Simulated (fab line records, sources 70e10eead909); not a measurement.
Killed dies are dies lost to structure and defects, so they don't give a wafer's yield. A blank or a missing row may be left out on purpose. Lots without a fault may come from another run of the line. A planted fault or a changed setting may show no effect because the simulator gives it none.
A struck lot beside a sound one | flow nand_harc | 13 steps out of a route of 1159
Sound: wafers L519.1, L519.3, L519.5. Struck: wafer L525.3. (L525.2, L525.6 of the same lot were not struck and are left out.) The cause comes at the end.
At each step with rows: each side's tool, then ch and its chambers, then its first start. Under that, the readings that differ: sound wafers | struck wafers | difference of the means | sigmas: that difference in standard deviations of wafers without a fault.
alike: readings whose means differ by less than 2 such deviations, and words and numbers that are the same on both sides. not compared: withheld readings, readings that some wafer has no value for, bounds like >300 that may hide the same value, and numbers for which the record gives no deviation and whose values overlap.
The two part at a step that has a row with sigmas, a row that says differs or no value, or rows on one side only. Numbers that don't overlap but have no deviation are shown without sigmas and don't part them. A reading that every wafer of one side lacks parts them only if that side has two wafers or more.

first, 3 steps without rows for these wafers: NHARC_A_STAIRCASE_PEB_215 (peb time 130 s); NHARC_A_STAIRCASE_DEVELOP_216 (time 140 s); NHARC_A_STAIRCASE_HARDBAKE_218 (time 140 s).
NHARC_A_STAIRCASE_DESCUM_219: chemistry O2, time 3 s.
  sound on rie_diel-02 ch 0,1,2, day 13 02:37; struck on rie_diel-02 ch 0, day 14 12:11
  alike: drypump_motor_current_A, oes_product_au, rf_vpp_V, showerhead_plenum_p_Torr, throttle_valve_pct
  not compared: rf_hours_counter_h
then, 1 step without rows for these wafers: NHARC_A_STAIRCASE_TRIM_220 (chemistry O2, time 211.2 s).
NHARC_A_STAIRCASE_ETCH_221: etches the open film in C4F8/O2, target depth 100 nm, time 40.5 s.
  sound on rie_diel-02 ch 1,3; struck on rie_diel-02 ch 3
  alike: bias_w, oes_product_au, rf_vpp_V
  not compared: rf_hours_counter_h
NHARC_A_STAIRCASE_TRIM_222: chemistry O2, time 211.2 s.
  sound on rie_diel-02 ch 0,2,3; struck on rie_diel-02 ch 0
  alike: drypump_motor_current_A, oes_product_au, rf_vpp_V, showerhead_plenum_p_Torr, throttle_valve_pct
  not compared: rf_hours_counter_h
then, 1 step without rows for these wafers: NHARC_A_STAIRCASE_ETCH_223 (etches the open film in C4F8/O2, target depth 100 nm, time 40.5 s).
NHARC_A_STAIRCASE_TRIM_224: chemistry O2, time 211.2 s.
  sound on rie_diel-02 ch 1,2,3; struck on rie_diel-02 ch 2
  alike: drypump_motor_current_A, oes_product_au, rf_vpp_V, showerhead_plenum_p_Torr, throttle_valve_pct
  not compared: rf_hours_counter_h
then, 1 step without rows for these wafers: NHARC_A_STAIRCASE_ETCH_225 (etches the open film in C4F8/O2, target depth 100 nm, time 40.5 s).
NHARC_A_STAIRCASE_TRIM_226: chemistry O2, time 211.2 s.
  sound on rie_diel-02 ch 0,1; struck on rie_diel-02 ch 2
  reading      | sound          | struck | difference | sigmas
  rf_vpp_V (V) | 58.0 59.1 59.1 | 56.4   | -2.3       | -2
  alike: drypump_motor_current_A, oes_product_au, showerhead_plenum_p_Torr, throttle_valve_pct
  not compared: rf_hours_counter_h
NHARC_A_STAIRCASE_ETCH_227: etches the open film in C4F8/O2, target depth 100 nm, time 40.5 s.
  sound on rie_diel-02 ch 0,1,2, day 13 03:40; struck on rie_diel-02 ch 0, day 14 13:23
  reading               | sound             | struck | difference | sigmas
  oes_product_au (a.u.) | 0.950 0.940 0.950 | 1.083  | +0.136     | +14
  alike: bias_w, rf_vpp_V
  not compared: rf_hours_counter_h
-- the record jumps here: 8 days lie between the struck wafers' starts before and after (it left off in module A_STAIRCASE and takes up again in module END, whose first step shown is number 1159 of the route) --
NHARC_END_SORT_01:
  sound on prober-01 ch 0, day 21 10:17; struck on prober-01 ch 0, day 22 09:42
  reading         | sound    | struck                   | difference                   | sigmas
  hold            | - - -    | await_dispo/4.5h/release | no value on the sound wafers |
  killed_at_array | 33 51 33 | 676                      | +637                         | +64
  killed_dies     | 36 54 36 | 676                      | +634                         | +64
  alike: killed_at_other, killed_at_periphery, killed_open, killed_short

WHERE THEY PART
First at NHARC_A_STAIRCASE_TRIM_226; last, within this record, at NHARC_END_SORT_01.

WHY: what the simulator had put in
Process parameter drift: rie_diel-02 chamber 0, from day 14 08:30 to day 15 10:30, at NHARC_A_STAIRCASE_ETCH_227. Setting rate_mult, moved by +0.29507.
